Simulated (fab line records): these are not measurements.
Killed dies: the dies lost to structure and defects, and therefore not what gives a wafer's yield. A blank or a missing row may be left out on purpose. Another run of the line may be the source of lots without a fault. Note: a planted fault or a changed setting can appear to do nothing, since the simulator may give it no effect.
fab line records | flow n5Finfet | part 1 of 2: steps 1 to 28 of 35
record lots=5 | wafers=15 | lastDay=15
route steps=1938 shown PASSIVATION@1901
lots untouched by any fault: they come from a run of this same line in which no faults occurred
startH: the number of hours between the record's first day and the start of the first shown wafer of the lot | waitH: hours elapsed since this lot's preceding step | " unchanged from the row above | L1.1+2: a single row standing in for several wafers | - either no value or no given start | * or withheld: withheld | < > ~ a bound
route shown NAME@n: NAME is a module with steps in the file, n the number in the route of the first one | usual: mean/standard deviation taken from wafers without a fault | same: alike in all rows | chamber/n: place in a boat | sites: the reading at each site | _std_site: standard deviation of those values | _edge_site: the outer-site mean with the inner-site mean subtracted | radiusMm: how far each site lies from the wafer's centre | mask NAME#n: copy n | behind: the tool/chamber that last shaped the wafer | hold: reason for holding the lot/hours on hold/outcome of the hold | device: which transistor (n, p or np) failed to switch | end of line: tests of these same wafers at the route's end | a step with no rows: only its recipe | killed: the dies lost at the first sort to structure and to defects; this is not the yield of the wafer | map: a wafer's dies, x killed, . not, _ none there
set.NAME: the setting the step ran with; set.NAME@STEP: the setting that earlier step ran with | model.NAME: the simulator's own value behind a step, which no gauge read
a table for each step, a row for each wafer; lots at some steps of the route
services: when a tool's chamber went out of use (startH, in hours from the record's first day, below 0 if earlier), for how many hours, and the reason
## steps
# step N5_PASSIVATION_EXPOSE_27
# recipe maskId=PAD | na=0.55 | sourceShape=conventional | sigmaOuter=0.8 | polarization=unpolarized | defocusNm=0 | doseMj=32.3
lot.wafer  | tool          | chamber | startH | waitH | mask
L079.2+3+5 | krfScanner-02 | 0       | 280.25 | -     | PAD#0
L076.1+2+4 | krfScanner-01 | 0       | 281.24 | -     | PAD#0
L078.2+3+6 | krfScanner-01 | 0       | 283.75 | -     | PAD#0
L083.2+3+6 | krfScanner-01 | 0       | 318.19 | -     | PAD#0
L084.3+4+5 | krfScanner-01 | 0       | 350.69 | -     | PAD#0
# step N5_PASSIVATION_PEB_28
# recipe pebTempC=withheld | pebTimeS=*
lot.wafer  | tool          | chamber | startH | waitH
L079.2+3+5 | lithoTrack-04 | 0       | 280.30 | 0.0
L076.1+2+4 | lithoTrack-02 | 0       | 281.30 | 0.1
L078.2+3+6 | lithoTrack-02 | 0       | 283.80 | 0.0
L083.2+3+6 | lithoTrack-04 | 0       | 318.25 | 0.0
L084.3+4+5 | lithoTrack-02 | 0       | 350.74 | 0.0
# step N5_PASSIVATION_DEVELOP_29
# recipe developTimeS=60 | rinseLiquid=diw | dry=airSpin | devTempC=21
# usual developerTempC=21.00/0.11
# same developTimeS=60
lot.wafer | tool          | chamber | startH | waitH | developerTempC
L079.2    | lithoTrack-04 | 0       | -      | -     | 20.97
L079.3    | "             | 0       | "      | "     | 20.89
L079.5    | "             | 0       | "      | "     | 20.99
L076.1    | lithoTrack-02 | 0       | -      | -     | 21.09
L076.2    | "             | 0       | "      | "     | 21.09
L076.4    | "             | 0       | "      | "     | 21.02
L078.2    | lithoTrack-02 | 0       | -      | -     | 21.10
L078.3    | "             | 0       | "      | "     | 21.13
L078.6    | "             | 0       | "      | "     | 21.18
L083.2    | lithoTrack-04 | 0       | -      | -     | 20.86
L083.3    | "             | 0       | "      | "     | 21.01
L083.6    | "             | 0       | "      | "     | 20.92
L084.3    | lithoTrack-02 | 0       | -      | -     | 21.00
L084.4    | "             | 0       | "      | "     | 20.87
L084.5    | "             | 0       | "      | "     | 20.99
# step N5_PASSIVATION_HARDBAKE_31
# recipe tempC=130 | timeS=120
lot.wafer  | tool          | chamber | startH | waitH
L079.2+3+5 | lithoTrack-04 | 0       | -      | -
L076.1+2+4 | lithoTrack-02 | 0       | -      | -
L078.2+3+6 | lithoTrack-02 | 0       | -      | -
L083.2+3+6 | lithoTrack-04 | 0       | -      | -
L084.3+4+5 | lithoTrack-02 | 0       | -      | -
# step N5_PASSIVATION_CD_MEAS_30
# recipe targetCdNm=4000 | landingEnergyEv=500 | detector=seInlens | polarity=opening
# usual cdNm=3999.6/1.7
lot.wafer | tool     | chamber | startH | waitH | cdNm
L079.2    | cdSem-02 | 0       | 280.42 | -     | 4002.2
L079.3    | "        | 0       | "      | "     | 4000.4
L079.5    | "        | 0       | "      | "     | 4002.2
L076.1    | cdSem-03 | 0       | 281.42 | -     | 3997.8
L076.2    | "        | 0       | "      | "     | 3997.7
L076.4    | "        | 0       | "      | "     | 3997.8
L078.2    | cdSem-02 | 0       | 283.92 | -     | 3998.3
L078.3    | "        | 0       | "      | "     | 3997.1
L078.6    | "        | 0       | "      | "     | 3998.0
L083.2    | cdSem-02 | 0       | 318.37 | -     | 4000.2
L083.3    | "        | 0       | "      | "     | 3998.4
L083.6    | "        | 0       | "      | "     | 3999.4
L084.3    | cdSem-02 | 0       | 350.86 | -     | 4000.5
L084.4    | "        | 0       | "      | "     | 4000.7
L084.5    | "        | 0       | "      | "     | 4000.7
# step N5_PASSIVATION_OVL_MEAS_63
# recipe pointsPerWafer=44
# usual PAD_OVL=-8/4.2
lot.wafer | tool       | chamber | startH | waitH | PAD_OVL[nm]
L079.2    | overlay-02 | 0       | 280.45 | 0.0   | 0
L079.3    | "          | 0       | "      | "     | -3
L079.5    | "          | 0       | "      | "     | -10
L076.1    | overlay-01 | 0       | 281.45 | 0.0   | -16
L076.2    | "          | 0       | "      | "     | -13
L076.4    | "          | 0       | "      | "     | -15
L078.2    | overlay-02 | 0       | 283.95 | 0.0   | -6
L078.3    | "          | 0       | "      | "     | -3
L078.6    | "          | 0       | "      | "     | -7
L083.2    | overlay-02 | 0       | 318.40 | 0.0   | -11
L083.3    | "          | 0       | "      | "     | -8
L083.6    | "          | 0       | "      | "     | -10
L084.3    | overlay-01 | 0       | 350.89 | 0.0   | -12
L084.4    | "          | 0       | "      | "     | -5
L084.5    | "          | 0       | "      | "     | -11
# step N5_PASSIVATION_INSPECT_64
# recipe mode=adi | inspectInstrument=macro
# usual rawDefectCount=2.0/1.4
lot.wafer | tool             | chamber | startH | waitH | rawDefectCount
L079.2    | defectInspect-01 | -       | 280.47 | 0.0   | 2
L079.3    | "                | -       | "      | "     | 3
L079.5    | "                | -       | "      | "     | 2
L076.1    | defectInspect-01 | -       | 281.47 | 0.0   | 4
L076.2    | "                | -       | "      | "     | 0
L076.4    | "                | -       | "      | "     | 1
L078.2    | defectInspect-02 | -       | 283.97 | 0.0   | 1
L078.3    | "                | -       | "      | "     | 1
L078.6    | "                | -       | "      | "     | 2
L083.2    | defectInspect-01 | -       | 318.42 | 0.0   | 3
L083.3    | "                | -       | "      | "     | 2
L083.6    | "                | -       | "      | "     | 3
L084.3    | defectInspect-02 | -       | 350.91 | 0.0   | 1
L084.4    | "                | -       | "      | "     | 1
L084.5    | "                | -       | "      | "     | 3
# step N5_PASSIVATION_DESCUM_32
# recipe chemistry=O2 | timeS=7.9 | sourcePowerW=50 | biasPowerW=20 | pressureMtorr=20 | rfFrequencyHz=2.712e+07 | tempC=40 | o2FlowSccm=225
# usual drypumpMotorCurrentA=5.8/0.36 | oesProductAu=0.79/0.062 | rfVppV=243.5/1.2 | showerheadPlenumPTorr=2.12/0.054 | throttleValvePct=20.29/0.27
lot.wafer | tool       | chamber | startH | waitH | drypumpMotorCurrentA | oesProductAu | rfHoursCounterH | rfVppV | showerheadPlenumPTorr | throttleValvePct
L079.2    | rieDiel-04 | 3       | 280.50 | 0.0   | 5.6                  | 0.87         | 44              | 243.9  | 2.13                  | 20.07
L079.3    | "          | 0       | "      | "     | 5.5                  | 0.83         | 85              | 243.4  | 2.12                  | 20.39
L079.5    | "          | 2       | "      | "     | 5.9                  | 0.77         | -               | 243.0  | 2.10                  | 20.67
L076.1    | rieDiel-04 | 1       | 281.51 | 0.0   | 6.0                  | 0.81         | 95              | 243.1  | 2.11                  | 20.03
L076.2    | "          | 2       | "      | "     | 5.9                  | 0.78         | 128             | 244.3  | 2.10                  | 20.66
L076.4    | "          | 3       | "      | "     | 5.6                  | 0.88         | 45              | 243.6  | 2.13                  | 20.07
L078.2    | rieDiel-05 | 2       | 284.57 | 0.6   | 5.8                  | 0.85         | 64              | 243.5  | 2.12                  | 19.88
L078.3    | "          | 3       | "      | "     | 5.9                  | 0.93         | 16              | 242.5  | 2.05                  | 20.24
L078.6    | "          | 3       | "      | "     | 5.9                  | 0.93         | -               | 242.1  | 2.05                  | 20.25
L083.2    | rieDiel-05 | 2       | 318.45 | 0.0   | 5.8                  | 0.84         | 78              | 243.6  | 2.12                  | 19.92
L083.3    | "          | 0       | "      | "     | 5.0                  | 0.82         | 71              | 245.5  | 2.21                  | 20.48
L083.6    | "          | 3       | "      | "     | 5.9                  | 0.89         | -               | 243.7  | 2.05                  | 20.24
L084.3    | rieDiel-04 | 1       | 350.94 | 0.0   | 6.0                  | 0.79         | 121             | 243.3  | 2.10                  | 20.07
L084.4    | "          | 3       | "      | "     | 5.6                  | 0.84         | 69              | 244.1  | 2.12                  | 20.11
L084.5    | "          | 0       | "      | "     | 5.5                  | 0.80         | -               | 242.9  | 2.11                  | 20.43
# step N5_PASSIVATION_AL_ETCH_33
# recipe chemistry=Cl2/BCl3 | targetDepthA=28000 | overEtchFrac=0.15 | Cl2_flow_sccm=180 | bcl3FlowSccm=60 | target=Al | stopOn=TaN | timeS=466.7 | ionEnergyEv=100 | pressureMtorr=10 | icpW=900 | biasW=100
# usual drypumpMotorCurrentA=5.9/0.44 | oesProductAu=0.67/0.091 | throttleValvePct=34.54/0.17
lot.wafer | tool        | chamber | startH | waitH | drypumpMotorCurrentA | oesProductAu | rfHoursCounterH | throttleValvePct
L079.2    | rieMetal-02 | 1       | 280.59 | 0.1   | 6.3                  | 0.59         | 100             | 34.88
L079.3    | "           | 0       | "      | "     | 6.0                  | 0.59         | -               | 34.59
L079.5    | "           | 0       | "      | "     | 6.0                  | 0.58         | -               | 34.59
L076.1    | rieMetal-03 | 0       | 281.59 | 0.1   | 6.1                  | 0.69         | 55              | 34.64
L076.2    | "           | 1       | "      | "     | 6.0                  | 0.78         | 12              | 34.62
L076.4    | "           | 1       | "      | "     | 6.0                  | 0.77         | -               | 34.64
L078.2    | rieMetal-01 | 1       | 284.66 | 0.1   | 5.9                  | 0.61         | 86              | 34.37
L078.3    | "           | 1       | "      | "     | 5.9                  | 0.61         | -               | 34.38
L078.6    | "           | 1       | "      | "     | 5.9                  | 0.61         | -               | 34.37
L083.2    | rieMetal-02 | 1       | 318.54 | 0.1   | 6.3                  | 0.58         | 103             | 34.90
L083.3    | "           | 1       | "      | "     | 6.3                  | 0.59         | -               | 34.87
L083.6    | "           | 1       | "      | "     | 6.3                  | 0.58         | -               | 34.87
L084.3    | rieMetal-03 | 1       | 351.17 | 0.2   | 6.0                  | 0.75         | -               | 34.66
L084.4    | "           | 0       | "      | "     | 6.1                  | 0.67         | -               | 34.67
L084.5    | "           | 1       | "      | "     | 6.1                  | 0.75         | -               | 34.65
# step N5_PASSIVATION_ETCH_59
# recipe chemistry=Cl2/BCl3 | target=TaN | targetDepthA=650 | timeS=34.9 | ionEnergyEv=100 | pressureMtorr=10 | icpW=900 | biasW=100 | Cl2_flow_sccm=60 | bcl3FlowSccm=30
# usual drypumpMotorCurrentA=5.9/0.44 | oesProductAu=0.74/0.098 | throttleValvePct=21.32/0.18
lot.wafer | tool        | chamber | startH | waitH | drypumpMotorCurrentA | oesProductAu | rfHoursCounterH | throttleValvePct
L079.2    | rieMetal-02 | 1       | 280.99 | 0.3   | 6.3                  | 0.64         | 100             | 21.70
L079.3    | "           | 0       | "      | "     | 6.0                  | 0.64         | -               | 21.33
L079.5    | "           | 0       | "      | "     | 6.0                  | 0.65         | -               | 21.33
L076.1    | rieMetal-03 | 0       | 281.99 | 0.3   | 6.1                  | 0.76         | 55              | 21.49
L076.2    | "           | 1       | "      | "     | 6.0                  | 0.87         | 12              | 21.27
L076.4    | "           | 1       | "      | "     | 6.1                  | 0.86         | -               | 21.27
L078.2    | rieMetal-01 | 1       | 285.06 | 0.3   | 5.9                  | 0.68         | 87              | 21.17
L078.3    | "           | 1       | "      | "     | 5.9                  | 0.69         | -               | 21.21
L078.6    | "           | 1       | "      | "     | 5.9                  | 0.68         | -               | 21.20
L083.2    | rieMetal-02 | 1       | 318.94 | 0.3   | 6.3                  | 0.64         | 104             | 21.72
L083.3    | "           | 1       | "      | "     | 6.3                  | 0.64         | -               | 21.71
L083.6    | "           | 1       | "      | "     | 6.3                  | 0.64         | -               | 21.72
L084.3    | rieMetal-03 | 1       | 351.47 | 0.2   | 6.1                  | 0.83         | -               | 21.30
L084.4    | "           | 0       | "      | "     | 6.1                  | 0.75         | -               | 21.51
L084.5    | "           | 1       | "      | "     | 6.0                  | 0.85         | -               | 21.29
# step N5_PASSIVATION_STRIP_34
# recipe chemistry=O2 | powerW=600 | tempC=60 | pressureMtorr=30 | rfFrequencyHz=6e+07 | biasPowerW=0 | overashFraction=2 | o2FlowSccm=225
# usual drypumpMotorCurrentA=5.8/0.43 | oesProductAu=0.79/0.076 | rfVppV=3.7/1.5 | showerheadPlenumPTorr=2.13/0.07 | throttleValvePct=16.52/0.27
lot.wafer | tool       | chamber | startH | waitH | drypumpMotorCurrentA | oesProductAu | rfHoursCounterH | rfVppV | showerheadPlenumPTorr | throttleValvePct
L079.2    | rieDiel-04 | 3       | 281.11 | 0.1   | 5.5                  | 0.89         | 44              | 3.6    | 2.13                  | 16.30
L079.3    | "          | 1       | "      | "     | 6.0                  | 0.81         | 95              | 3.5    | 2.12                  | 16.27
L079.5    | "          | 1       | "      | "     | 6.0                  | 0.82         | -               | 3.4    | 2.11                  | 16.33
L076.1    | rieDiel-05 | 2       | 282.44 | 0.4   | 5.8                  | 0.87         | 63              | 3.6    | 2.13                  | 16.19
L076.2    | "          | 1       | "      | "     | 5.7                  | 0.70         | 178             | 4.1    | 2.17                  | 16.60
L076.4    | "          | 0       | "      | "     | 5.0                  | 0.85         | 57              | 7.7    | 2.22                  | 16.69
L078.2    | rieDiel-04 | 0       | 285.20 | 0.1   | 5.4                  | 0.81         | 88              | 3.9    | 2.12                  | 16.66
L078.3    | "          | 3       | "      | "     | 5.5                  | 0.85         | 46              | 2.9    | 2.13                  | 16.29
L078.6    | "          | 2       | "      | "     | 5.9                  | 0.78         | -               | 3.1    | 2.11                  | 16.92
L083.2    | rieDiel-05 | 2       | 319.06 | 0.1   | 5.8                  | 0.84         | 78              | 3.0    | 2.12                  | 16.16
L083.3    | "          | 1       | "      | "     | 5.6                  | 0.69         | 193             | 6.2    | 2.16                  | 16.58
L083.6    | "          | 0       | "      | "     | 5.1                  | 0.82         | -               | 7.6    | 2.21                  | 16.70
L084.3    | rieDiel-04 | 1       | 351.59 | 0.1   | 6.0                  | 0.76         | 121             | 2.1    | 2.11                  | 16.39
L084.4    | "          | 2       | "      | "     | 5.9                  | 0.74         | 153             | 2.5    | 2.10                  | 16.89
L084.5    | "          | 3       | "      | "     | 5.6                  | 0.85         | -               | 5.4    | 2.12                  | 16.38
# step N5_PASSIVATION_STRIP_51
# recipe chemistry=postEtchResidueRemover | timeS=1200 | tempC=72.5
lot.wafer  | tool        | chamber | startH | waitH
L079.2+3+5 | wetBench-06 | 5,4,3   | 281.18 | -
L076.1+2+4 | wetBench-06 | 3,2,1   | 282.63 | -
L078.2+3+6 | wetBench-06 | 4,3,0   | 285.27 | -
L083.2+3+6 | wetBench-03 | 6,0,5   | 319.13 | -
L084.3+4+5 | wetBench-03 | 5,2,0   | 351.66 | -
# step N5_PASSIVATION_CLEAN_69
# recipe chemistry=IPA | timeS=180 | tempC=25
lot.wafer  | tool        | chamber | startH | waitH
L079.2+3+5 | wetBench-06 | 5,4,3   | 281.51 | 0.0
L076.1+2+4 | wetBench-06 | 3,2,1   | 282.96 | 0.0
L078.2+3+6 | wetBench-06 | 4,3,0   | 285.60 | 0.0
L083.2+3+6 | wetBench-03 | 6,0,5   | 319.50 | 0.0
L084.3+4+5 | wetBench-03 | 5,2,0   | 351.99 | 0.0
# step N5_PASSIVATION_SRD_70
# recipe dry=ipaMarangoni | timeS=30 | tempC=23 | rinseLiquid=diw
lot.wafer  | tool        | chamber | startH | waitH
L079.2+3+5 | wetBench-06 | 5,4,3   | 281.56 | 0.0
L076.1+2+4 | wetBench-06 | 3,2,1   | 283.02 | 0.0
L078.2+3+6 | wetBench-06 | 4,3,0   | 285.66 | 0.0
L083.2+3+6 | wetBench-03 | 6,0,5   | 319.56 | 0.0
L084.3+4+5 | wetBench-03 | 5,2,0   | 352.05 | 0.0
# step N5_PASSIVATION_PECVD_53
# recipe material=SiO2 | targetThkA=8000 | tempC=400 | precursor=TEOS/O2 | pressureTorr=6.5 | rfW=withheld | teosFlowSccm=withheld | gas=O2 | flowSccm=2650 | timeS=169.4
lot.wafer  | tool     | chamber | startH | waitH
L079.2+3+5 | pecvd-04 | 0,1,0   | 281.62 | 0.0
L076.1+2+4 | pecvd-01 | 1,0,2   | 283.06 | 0.0
L078.2+3+6 | pecvd-01 | 0,1,1   | 285.70 | 0.0
L083.2+3+6 | pecvd-02 | 0,2,2   | 319.61 | 0.0
L084.3+4+5 | pecvd-04 | 2,2,0   | 352.10 | 0.0
# step N5_PASSIVATION_PECVD_35
# recipe material=SiNx | targetThkA=7000 | tempC=400 | precursor=SiH4/NH3/N2 | pressureTorr=4.9 | rfW=1406 | timeS=151.3
# usual heaterPowerW=370/89 | showerheadPlenumPTorr=8.69/0.064 | throttleValvePct=28.9/1.7
lot.wafer | tool     | chamber | startH | waitH | heaterPowerW | showerheadPlenumPTorr | throttleValvePct
L079.2    | pecvd-04 | 0       | 281.73 | 0.1   | 376          | 8.80                  | 28.8
L079.3    | "        | 1       | "      | "     | 483          | 8.65                  | 26.6
L079.5    | "        | 0       | "      | "     | 419          | 8.77                  | 28.6
L076.1    | pecvd-01 | 1       | 283.17 | 0.1   | 357          | 8.72                  | 28.5
L076.2    | "        | 0       | "      | "     | 444          | 8.72                  | 31.2
L076.4    | "        | 2       | "      | "     | 268          | 8.69                  | 28.2
L078.2    | pecvd-01 | 0       | 285.81 | 0.1   | 452          | 8.73                  | 30.8
L078.3    | "        | 1       | "      | "     | 325          | 8.69                  | 28.5
L078.6    | "        | 1       | "      | "     | 356          | 8.70                  | 28.6
L083.2    | pecvd-02 | 0       | 319.72 | 0.1   | 617          | 8.54                  | 32.4
L083.3    | "        | 2       | "      | "     | 153          | 8.74                  | 27.1
L083.6    | "        | 2       | "      | "     | 200          | 8.73                  | 27.2
L084.3    | pecvd-04 | 2       | 352.21 | 0.1   | 350          | 8.68                  | 28.2
L084.4    | "        | 2       | "      | "     | 229          | 8.68                  | 28.1
L084.5    | "        | 0       | "      | "     | 413          | 8.78                  | 28.7
# step N5_PASSIVATION_HMDS_37
# recipe timeS=60 | tempC=120
lot.wafer  | tool          | chamber | startH | waitH
L079.2+3+5 | lithoTrack-01 | 0       | 281.86 | 0.1
L076.1+2+4 | lithoTrack-01 | 0       | 283.31 | 0.1
L078.2+3+6 | lithoTrack-01 | 0       | 285.96 | 0.1
L083.2+3+6 | lithoTrack-01 | 0       | 319.85 | 0.1
L084.3+4+5 | lithoTrack-01 | 0       | 352.35 | 0.1
# step N5_PASSIVATION_COAT_38
# recipe spinRpm=3000 | resistThkNm=withheld
lot.wafer  | tool          | chamber | startH | waitH
L079.2+3+5 | lithoTrack-01 | 0       | -      | -
L076.1+2+4 | lithoTrack-01 | 0       | -      | -
L078.2+3+6 | lithoTrack-01 | 0       | -      | -
L083.2+3+6 | lithoTrack-01 | 0       | -      | -
L084.3+4+5 | lithoTrack-01 | 0       | -      | -
# step N5_PASSIVATION_EBR_40
# recipe solvent=PGMEA | ebrWidthMm=1.5
lot.wafer  | tool          | chamber | startH | waitH
L079.2+3+5 | lithoTrack-01 | 0       | -      | -
L076.1+2+4 | lithoTrack-01 | 0       | -      | -
L078.2+3+6 | lithoTrack-01 | 0       | -      | -
L083.2+3+6 | lithoTrack-01 | 0       | -      | -
L084.3+4+5 | lithoTrack-01 | 0       | -      | -
# step N5_PASSIVATION_SOFTBAKE_39
# recipe tempC=110 | timeS=120
lot.wafer  | tool          | chamber | startH | waitH
L079.2+3+5 | lithoTrack-01 | 0       | -      | -
L076.1+2+4 | lithoTrack-01 | 0       | -      | -
L078.2+3+6 | lithoTrack-01 | 0       | -      | -
L083.2+3+6 | lithoTrack-01 | 0       | -      | -
L084.3+4+5 | lithoTrack-01 | 0       | -      | -
# step N5_PASSIVATION_EXPOSE_41
# recipe maskId=PASS_OPEN | na=0.55 | defocusNm=0 | sourceShape=conventional | sigmaOuter=0.8 | polarization=unpolarized | targetCdNm=40000 | doseMj=57.25
lot.wafer  | tool          | chamber | startH | waitH | mask
L079.2+3+5 | krfScanner-01 | 0       | 281.98 | -     | PASS_OPEN#0
L076.1+2+4 | krfScanner-01 | 0       | 283.43 | -     | PASS_OPEN#0
L078.2+3+6 | krfScanner-01 | 0       | 286.09 | -     | PASS_OPEN#0
L083.2+3+6 | krfScanner-02 | 0       | 320.10 | -     | PASS_OPEN#0
L084.3+4+5 | krfScanner-01 | 0       | 352.47 | -     | PASS_OPEN#0
# step N5_PASSIVATION_PEB_42
# recipe pebTempC=withheld | pebTimeS=*
lot.wafer  | tool          | chamber | startH | waitH
L079.2+3+5 | lithoTrack-04 | 0       | 282.04 | 0.0
L076.1+2+4 | lithoTrack-01 | 0       | 283.49 | 0.1
L078.2+3+6 | lithoTrack-04 | 0       | 286.14 | 0.0
L083.2+3+6 | lithoTrack-01 | 0       | 320.16 | 0.0
L084.3+4+5 | lithoTrack-04 | 0       | 352.52 | 0.0
# step N5_PASSIVATION_DEVELOP_43
# recipe developTimeS=60 | rinseLiquid=diw | dry=airSpin | devTempC=21
# usual developerTempC=21.01/0.1
# same developTimeS=60
lot.wafer | tool          | chamber | startH | waitH | developerTempC
L079.2    | lithoTrack-04 | 0       | -      | -     | 21.14
L079.3    | "             | 0       | "      | "     | 21.13
L079.5    | "             | 0       | "      | "     | 20.94
L076.1    | lithoTrack-01 | 0       | -      | -     | 21.01
L076.2    | "             | 0       | "      | "     | 21.13
L076.4    | "             | 0       | "      | "     | 20.99
L078.2    | lithoTrack-04 | 0       | -      | -     | 20.96
L078.3    | "             | 0       | "      | "     | 20.98
L078.6    | "             | 0       | "      | "     | 21.09
L083.2    | lithoTrack-01 | 0       | -      | -     | 20.93
L083.3    | "             | 0       | "      | "     | 20.86
L083.6    | "             | 0       | "      | "     | 20.96
L084.3    | lithoTrack-04 | 0       | -      | -     | 20.87
L084.4    | "             | 0       | "      | "     | 20.91
L084.5    | "             | 0       | "      | "     | 20.96
# step N5_PASSIVATION_HARDBAKE_45
# recipe tempC=130 | timeS=120
lot.wafer  | tool          | chamber | startH | waitH
L079.2+3+5 | lithoTrack-04 | 0       | -      | -
L076.1+2+4 | lithoTrack-01 | 0       | -      | -
L078.2+3+6 | lithoTrack-04 | 0       | -      | -
L083.2+3+6 | lithoTrack-01 | 0       | -      | -
L084.3+4+5 | lithoTrack-04 | 0       | -      | -
# step N5_PASSIVATION_CD_MEAS_44
# recipe targetCdNm=40000 | landingEnergyEv=500 | detector=seInlens
# usual cdNm=40000/3.4
lot.wafer | tool     | chamber | startH | waitH | cdNm
L079.2    | cdSem-01 | 0       | 282.16 | -     | 40002
L079.3    | "        | 0       | "      | "     | 40002
L079.5    | "        | 0       | "      | "     | 40002
L076.1    | cdSem-03 | 0       | 283.61 | -     | 40000
L076.2    | "        | 0       | "      | "     | 40000
L076.4    | "        | 0       | "      | "     | 40005
L078.2    | cdSem-02 | 0       | 286.26 | -     | 39994
L078.3    | "        | 0       | "      | "     | 39992
L078.6    | "        | 0       | "      | "     | 39991
L083.2    | cdSem-01 | 0       | 320.28 | -     | 40000
L083.3    | "        | 0       | "      | "     | 40002
L083.6    | "        | 0       | "      | "     | 40003
L084.3    | cdSem-02 | 0       | 352.64 | -     | 39999
L084.4    | "        | 0       | "      | "     | 40002
L084.5    | "        | 0       | "      | "     | 39996
# step N5_PASSIVATION_OVL_MEAS_66
# recipe pointsPerWafer=44
# usual PASS_OPEN_OVL=2/4.6
lot.wafer | tool       | chamber | startH | waitH | PASS_OPEN_OVL[nm]
L079.2    | overlay-02 | 0       | 282.19 | 0.0   | 3
L079.3    | "          | 0       | "      | "     | -1
L079.5    | "          | 0       | "      | "     | -4
L076.1    | overlay-01 | 0       | 283.64 | 0.0   | 0
L076.2    | "          | 0       | "      | "     | 10
L076.4    | "          | 0       | "      | "     | 3
L078.2    | overlay-01 | 0       | 286.29 | 0.0   | -2
L078.3    | "          | 0       | "      | "     | 8
L078.6    | "          | 0       | "      | "     | -6
L083.2    | overlay-01 | 0       | 320.30 | 0.0   | 7
L083.3    | "          | 0       | "      | "     | -1
L083.6    | "          | 0       | "      | "     | 1
L084.3    | overlay-01 | 0       | 352.67 | 0.0   | -3
L084.4    | "          | 0       | "      | "     | -7
L084.5    | "          | 0       | "      | "     | 1
# step N5_PASSIVATION_INSPECT_67
# recipe mode=adi | inspectInstrument=macro
# usual rawDefectCount=2.0/1.3
lot.wafer | tool             | chamber | startH | waitH | rawDefectCount
L079.2    | defectInspect-01 | -       | 282.21 | 0.0   | 3
L079.3    | "                | -       | "      | "     | 2
L079.5    | "                | -       | "      | "     | 1
L076.1    | defectInspect-01 | -       | 283.66 | 0.0   | 4
L076.2    | "                | -       | "      | "     | 1
L076.4    | "                | -       | "      | "     | 2
L078.2    | defectInspect-02 | -       | 286.31 | 0.0   | 1
L078.3    | "                | -       | "      | "     | 2
L078.6    | "                | -       | "      | "     | 1
L083.2    | defectInspect-01 | -       | 320.33 | 0.0   | 2
L083.3    | "                | -       | "      | "     | 1
L083.6    | "                | -       | "      | "     | 1
L084.3    | defectInspect-01 | -       | 352.70 | 0.0   | 3
L084.4    | "                | -       | "      | "     | 1
L084.5    | "                | -       | "      | "     | 1
# step N5_PASSIVATION_DESCUM_46
# recipe chemistry=O2 | timeS=7.9 | sourcePowerW=50 | biasPowerW=20 | pressureMtorr=20 | rfFrequencyHz=2.712e+07 | tempC=40 | o2FlowSccm=225
# usual drypumpMotorCurrentA=5.8/0.41 | oesProductAu=0.79/0.073 | rfVppV=243.6/1.3 | showerheadPlenumPTorr=2.12/0.069 | throttleValvePct=20.27/0.26
lot.wafer | tool       | chamber | startH | waitH | drypumpMotorCurrentA | oesProductAu | rfHoursCounterH | rfVppV | showerheadPlenumPTorr | throttleValvePct
L079.2    | rieDiel-04 | 3       | 282.74 | 0.5   | 5.6                  | 0.87         | 45              | 244.9  | 2.13                  | 20.08
L079.3    | "          | 1       | "      | "     | 6.0                  | 0.81         | 96              | 242.4  | 2.11                  | 20.03
L079.5    | "          | 1       | "      | "     | 6.0                  | 0.81         | -               | 243.7  | 2.11                  | 20.03
L076.1    | rieDiel-05 | 0       | 283.94 | 0.3   | 5.1                  | 0.84         | 58              | 245.7  | 2.21                  | 20.45
L076.2    | "          | 1       | "      | "     | 5.6                  | 0.72         | 179             | 246.1  | 2.17                  | 20.25
L076.4    | "          | 3       | "      | "     | 5.9                  | 0.92         | 16              | 243.0  | 2.05                  | 20.23
L078.2    | rieDiel-06 | 0       | 286.35 | 0.0   | 5.9                  | 0.71         | 193             | 242.5  | 2.09                  | 20.37
L078.3    | "          | 2       | "      | "     | 5.6                  | 0.74         | 192             | 241.3  | 1.99                  | 20.48
L078.6    | "          | 1       | "      | "     | 6.4                  | 0.83         | -               | 244.9  | 2.20                  | 20.40
L083.2    | rieDiel-05 | 2       | 320.36 | 0.0   | 5.8                  | 0.82         | 79              | 243.8  | 2.12                  | 19.91
L083.3    | "          | 0       | "      | "     | 5.1                  | 0.81         | 71              | 244.5  | 2.21                  | 20.48
L083.6    | "          | 1       | "      | "     | 5.7                  | 0.69         | -               | 244.2  | 2.16                  | 20.28
L084.3    | rieDiel-05 | 3       | 353.09 | 0.4   | 5.9                  | 0.88         | 41              | 243.4  | 2.04                  | 20.28
L084.4    | "          | 1       | "      | "     | 5.7                  | 0.69         | -               | 242.9  | 2.16                  | 20.28
L084.5    | "          | 3       | "      | "     | 5.9                  | 0.88         | -               | 242.9  | 2.04                  | 20.26
